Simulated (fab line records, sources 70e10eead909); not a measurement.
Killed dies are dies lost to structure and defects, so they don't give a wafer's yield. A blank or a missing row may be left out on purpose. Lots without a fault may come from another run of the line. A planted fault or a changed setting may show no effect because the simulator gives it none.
Chamber matching | flow nand_harc | NHARC_A_STAIRCASE_DEP_325 on pecvd-04: 3 sister chambers
The step deposits SiO2, target thk 3800 nm. 18 wafers are shown with their chamber, then 9 later ones without.

WAFERS WITH THEIR CHAMBER
wafer  | chamber | heater_power_w (W) | rf_fwd_power_W (W)
L078.1 | 0       | 649                | 500.4
L078.4 | 2       | 734                | 500.8
L078.5 | 0       | 564                | 501.5
L077.1 | 0       | 665                | 501.2
L077.5 | 2       | 730                | 500.2
L077.6 | 0       | 560                | 501.9
L079.1 | 2       | 810                | 504.0
L079.3 | 0       | 542                | 500.5
L079.5 | 2       | 762                | 501.6
L085.2 | 2       | 840                | 500.0
L085.3 | 1       | 712                | 499.3
L085.6 | 0       | 548                | 501.7
L084.1 | 1       | 704                | 496.4
L084.3 | 0       | 686                | 501.4
L084.6 | 2       | 752                | 498.4
L087.2 | 1       | 752                | 500.5
L087.4 | 1       | 631                | 498.8
L087.5 | 0       | 546                | 501.0

SIGNATURES (means of the wafers above)
reading        | chamber 0 | chamber 1 | chamber 2 | scatter within a chamber
heater_power_w | 595.00    | 699.75    | 771.33    | 53.6
rf_fwd_power_W | 501.200   | 498.750   | 500.833   | 1.38
Rule: a wafer's distance from a chamber is the root of the sum, over the readings, of the square of ((its reading less the chamber's mean) divided by the reading's scatter). The wafer belongs to the nearest chamber; if the next one is less than 2 further off, it can't be placed. The scatter: the root of (the sum of the squares of (reading less its chamber's mean) over the shown wafers, divided by (wafers less chambers)).

WAFERS WITHOUT THEIR CHAMBER
wafer  | heater_power_w (W) | rf_fwd_power_W (W)
L093.1 | 728                | 498.4
L093.3 | 673                | 496.5
L093.5 | 514                | 497.9
L095.1 | 638                | 500.2
L095.2 | 920                | 500.7
L095.6 | 547                | 501.0
L097.2 | 735                | 497.3
L097.5 | 556                | 499.1
L097.6 | 753                | 499.2

WHICH CHAMBER EACH WENT THROUGH
wafer  | from the rows above          | in truth
L093.1 | can't be placed: 1 or 2      | 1
L093.3 | can't be placed: 1 or 2 or 0 | 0
L093.5 | can't be placed: 0 or 1      | 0
L095.1 | can't be placed: 0 or 1 or 2 | 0
L095.2 | can't be placed: 2 or 1      | 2
L095.6 | 0                            | 0
L097.2 | can't be placed: 1 or 2      | 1
L097.5 | can't be placed: 0 or 1      | 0
L097.6 | can't be placed: 1 or 2      | 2
Placed correctly: 1 of 9. Can't be placed from these rows: 8 (the true chamber is among the candidates in 8). Placed wrongly: 0.
